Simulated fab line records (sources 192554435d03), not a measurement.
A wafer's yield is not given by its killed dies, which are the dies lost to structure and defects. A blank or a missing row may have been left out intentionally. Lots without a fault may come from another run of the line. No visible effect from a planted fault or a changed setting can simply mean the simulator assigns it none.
8D (eight disciplines) problem report, filled in by code ; flow n5Finfet ; the parts of the form that need people (team, actions taken, sign-off) are left out

1. THE PROBLEM
Wafers without a fault read 1500.0 rpm, standard deviation 1.2; spinSpeedRpm at N5_DUMMY_GATE_COAT_09 reads a mean of 1543.1 rpm on 6 wafers belonging to 2 lots. That puts it +36 standard deviations away from the usual mean.
The step: resist thk 30 nm.
The first sign was on wafer L300.1 at day 6 22:45, on lithoTrack-05. At this step, 18 wafers from 6 lots have a number in the record. Rule for "out", or "out of limits": more than 4 standard deviations from the usual mean. The rest of the wafers with a number are treated as sound.

2. WHAT IT IS; WHAT IT IS NOT
question;is;is not
which readings at this step;spinSpeedRpm;resistLineTempC
which lots;L300, L301;L290, L293, L305, L306
which wafers of those lots;all that have a number;-
read on which tools;lithoTrack-05;lithoTrack-01
when;from day 6 22:45;"up to then (6 sound wafers); but 6 sound wafers of L305, L306 came after"

3. SUSPECTS, AND WHAT RULES EACH OUT
Counting: a tool stays on the suspect list if, at a process step up to the reading, it processed all lots that are out and no sound lot following the first of them.
- lithoTrack-05 at N5_DUMMY_GATE_COAT_09 (resist thk 30 nm): kept. It processed each lot that is out, first L300 at day 6 22:45, and no sound lot thereafter; up to then, the last sound lot it processed was L293 at day 5 06:15. On those wafers its own readings are out: spinSpeedRpm.
Left after counting: lithoTrack-05 at N5_DUMMY_GATE_COAT_09.

4. THE CAUSE (what the simulator had put in)
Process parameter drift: lithoTrack-05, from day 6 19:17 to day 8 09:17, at N5_DUMMY_GATE_COAT_09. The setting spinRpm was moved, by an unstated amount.
This tool alone remained once counting was done.

5. THE CHAIN OF EFFECTS, in route order
Each row: a reading where the mean over the struck wafers with a number is more than 3 standard deviations away from the usual. Only readings for which the record gives a usual standard deviation are gone through. hours: the time from each lot's start at the first step in this table that gives one to its start at this step, as a median over the lots. sigmas: the change in usual standard deviations.
hours;step;reading;usual;on struck wafers;change;sigmas
0;N5_DUMMY_GATE_COAT_09;spinSpeedRpm;1500.0 rpm;1543.1;+43.1;+36
Process steps it contains:
- N5_DUMMY_GATE_COAT_09: resist thk 30 nm.
Later steps that measure or inspect, where all struck wafers having a row at the step show a number for every such reading and not one has moved that far: N5_DUMMY_GATE_CD_MEAS_15, N5_DUMMY_GATE_OVL_MEAS_16, N5_DUMMY_GATE_INSPECT_17.

6. HOW IT WOULD HAVE BEEN CAUGHT EARLIER
In this record the first reading out of limits was taken at day 6 22:45, 3 hours after the fault began at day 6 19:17.
